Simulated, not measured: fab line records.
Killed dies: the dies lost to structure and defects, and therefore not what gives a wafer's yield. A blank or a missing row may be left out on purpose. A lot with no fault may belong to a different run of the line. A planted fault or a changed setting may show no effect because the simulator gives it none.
Struck lot and sound lot, side by side || flow nand-harc || 13 steps out of a route of 1302
Sound: wafers L294.1, L294.2, L294.5. The struck wafers were L293.1, L293.4, L293.5. The cause comes at the end.
Per side, at each step with rows, come the tool, then ch with its chambers, and then its first start. Under that, the readings that differ: sound wafers || struck wafers || difference of the means || sigmas: that difference in standard deviations of wafers without a fault.
alike: same words and numbers on both sides, and readings whose means sit less than 2 such deviations apart. not compared: any withheld reading, any reading some wafer has no value for, any bound like >300 that may hide the same value, and any number with overlapping values for which the record gives no deviation.
Wherever a step has rows on one side only, a row that says differs or no value, or a row with sigmas, the two part there. When numbers do not overlap yet have no deviation, they are printed without sigmas and do not part them. Lack of a reading on every wafer of one side parts them only where that side has two or more wafers.

first, 1 step without rows for these wafers: NHARC_A_M0_SRD_25.
NHARC_A_M0_INSPECT_27:
  sound on defect-inspect-01, day 28 22:06; struck on defect-inspect-02, day 27 07:35
{"reading": "raw-defect-count", "sound": "836 697 794", "struck": "497 469 431", "difference": -310, "sigmas": -2}
NHARC_A_M0_PRE_CLEAN_31: time 12 s.
  sound on pecvd-04 ch 0,1, day 28 22:10; struck on pecvd-01 ch 0,1,2, day 27 07:41
  alike: heater-power-w
NHARC_A_M0_DEP_32: deposits SiCN, target thk 30 nm.
  sound on pecvd-04 ch 0,1, day 28 22:15; struck on pecvd-01 ch 0,1,2, day 27 07:46
  alike: heater-power-w
then, 7 steps without rows for these wafers: NHARC_A_M1_DEP_00 (deposits SiOC, target thk 182.5 nm); NHARC_A_M1_DEHYDRATE_01 (time 120 s); NHARC_A_M1_HMDS_02 (time 30 s); NHARC_A_M1_COAT_34 (time 65 s); NHARC_A_M1_COAT_03 (resist thk 90 nm); NHARC_A_M1_SOFTBAKE_04 (time 55 s); NHARC_A_M1_EBR_05.
NHARC_A_M1_EXPOSE_06: exposes mask A M1, target cd 120 nm.
  sound on arfi-scanner-03 ch 0, day 28 23:22; struck on arfi-scanner-02, day 27 08:53
  no value came back on the struck wafers for exposure-dose-mJ-cm2, focus-offset-nm (nm); on the sound wafers exposure-dose-mJ-cm2 reads 75.10 75.06 75.04
  alike: mask
then, 1 step without rows for these wafers: NHARC_A_M1_PEB_07 (peb time 65 s).

WHERE THEY PART
Last at NHARC_A_M1_EXPOSE_06 as far as this record goes, first at NHARC_A_M0_INSPECT_27.

WHY: the cause the simulator had injected
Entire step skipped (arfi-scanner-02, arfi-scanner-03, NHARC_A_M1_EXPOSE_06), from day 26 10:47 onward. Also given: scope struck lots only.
